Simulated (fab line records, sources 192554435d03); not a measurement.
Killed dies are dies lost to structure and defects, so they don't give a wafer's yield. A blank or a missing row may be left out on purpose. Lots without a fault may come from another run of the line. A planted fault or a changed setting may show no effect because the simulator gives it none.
Split-lot experiment | flow n5_finfet | 7 lots, 21 wafers read, on a route of 1938 steps

THE SPLIT
At N5_FIN_SAQP_FIN_ETCH_36 (etches the open film in HBr/Cl2/O2, target depth 120 nm, time 50.4 s), the setting icp_w was moved away from the recipe's 800 W on 6 of the 21 wafers read, by -15.0% to +12.0%. The other wafers ran this setting at the recipe's value.

FROM THE SPLIT TO THE READING: what the file shows between them, 3 steps
- N5_FIN_SAQP_PRECLEAN_38: cleans in O3/DIW, time 45 s
- N5_FIN_SAQP_PRECLEAN_45: cleans in dHF, time 10 s
- N5_FIN_SAQP_SRD_39: time 30 s

THE READING
trench_depth_nm, in nm, at N5_FIN_SAQP_OCD_MEAS_76. Fault-free wafers of this fab line usually give 120.0 nm, standard deviation 2 nm.

wafer  | tool, chamber at the split | icp_w as run, W | against the recipe | trench_depth_nm, nm | against lot-mates on the recipe
L077.1 | rie_si-02, 1               | 800             | recipe             | 119.6               | -
L077.3 | rie_si-02, 0               | 800             | recipe             | 122.4               | -
L077.6 | rie_si-02, 1               | 896             | +12.0%             | 126.1               | +5.1
L078.1 | rie_si-06, 0               | 800             | recipe             | 120.5               | -
L078.3 | rie_si-06, 3               | 800             | recipe             | 118.5               | -
L078.5 | rie_si-06, 3               | 800             | recipe             | 119.8               | -
L079.1 | rie_si-06, 0               | 800             | recipe             | 121.7               | -
L079.4 | rie_si-06, 3               | 704.3           | -12.0%             | 111.6               | -10.1
L079.5 | rie_si-06, 0               | 800             | recipe             | 121.7               | -
L088.1 | rie_si-01, 1               | 800             | recipe             | 117.9               | -
L088.2 | rie_si-01, 0               | 680.2           | -15.0%             | 111.2               | -8.2
L088.5 | rie_si-01, 2               | 800             | recipe             | 121.0               | -
L089.3 | rie_si-01, 3               | 800             | recipe             | 118.4               | -
L089.4 | rie_si-01, 2               | 800             | recipe             | 120.9               | -
L089.5 | rie_si-01, 3               | 800             | recipe             | 117.8               | -
L090.1 | rie_si-02, 1               | 800             | recipe             | 118.5               | -
L090.5 | rie_si-02, 3               | 712.5           | -10.9%             | 115.2               | -5.0
L090.6 | rie_si-02, 0               | 800             | recipe             | 121.8               | -
L097.3 | rie_si-06, 2               | 682.9           | -14.6%             | 109.7               | -12.1
L097.4 | rie_si-06, 1               | 800             | recipe             | 121.8               | -
L097.5 | rie_si-06, 0               | 682.9           | -14.6%             | 114.0               | -7.8

THE FIT
A straight line over all 21 wafers: trench_depth_nm changes by +0.566 nm for each +1% of icp_w; r = +0.92; the points scatter about the line by 1.6 nm.
The same after taking each lot's own level away (the mean of its wafers on the recipe; 21 wafers): +0.602 nm for each +1%; r = +0.93; scatter 1.6 nm.
On that fit, the largest move of icp_w shifts the reading by 9 nm.
The lots' own levels span 119.03 to 121.80 nm, that is 1.4 times the standard deviation above.
So the lot-to-lot level changes the slope little: the two slopes agree.
Check: with one of the wafers moved furthest among these (-15.0%) left out of the fit, the line predicts -9.53 nm for it against its lot-mates. It came out at -8.25 nm against them.

OTHER SPLITS ON THESE WAFERS
These wafers also went through other splits before the reading. Each is held against what the fit with the lots' levels taken away leaves over:
other split on the same wafers          | wafers away from the commonest value | r with trench_depth_nm (lot level and that fit taken away)
N5_ZERO_LAYER_COAT_05 spin_rpm          | 9                                    | -0.10
N5_ZERO_LAYER_DEVELOP_10 develop_time_s | 6                                    | -0.09
N5_WELL_APT_PEB_23 peb_temp_c           | 9                                    | -0.18
N5_FIN_SAQP_ETCH_65 time_s              | 6                                    | +0.06
N5_FIN_SAQP_ETCH_69 target_depth_a      | 8                                    | +0.17

THE WHOLE CHAIN: every reading that the file lists as answering this split, in the file's order
step                    | what it does                                                         | reading                                                                    | change (the file's fit)               | r (the file's)
N5_FIN_SAQP_FIN_ETCH_36 | etches the open film in HBr/Cl2/O2, target depth 120 nm, time 50.4 s | etch.depth_nm (the simulator's own value, which no gauge read)             | +0.586 nm for each +1% of the setting | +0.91
N5_FIN_SAQP_FIN_ETCH_36 | etches the open film in HBr/Cl2/O2, target depth 120 nm, time 50.4 s | FIN_SAQP.feature_depth_nm (the simulator's own value, which no gauge read) | +0.589 nm for each +1% of the setting | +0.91
N5_FIN_SAQP_OCD_MEAS_76 |                                                                      | trench_depth_nm                                                            | +0.598 nm for each +1% of the setting | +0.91

THE FILE'S OWN FIT
trench_depth_nm changes by +0.598 nm for each +1% of icp_w, r = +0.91.
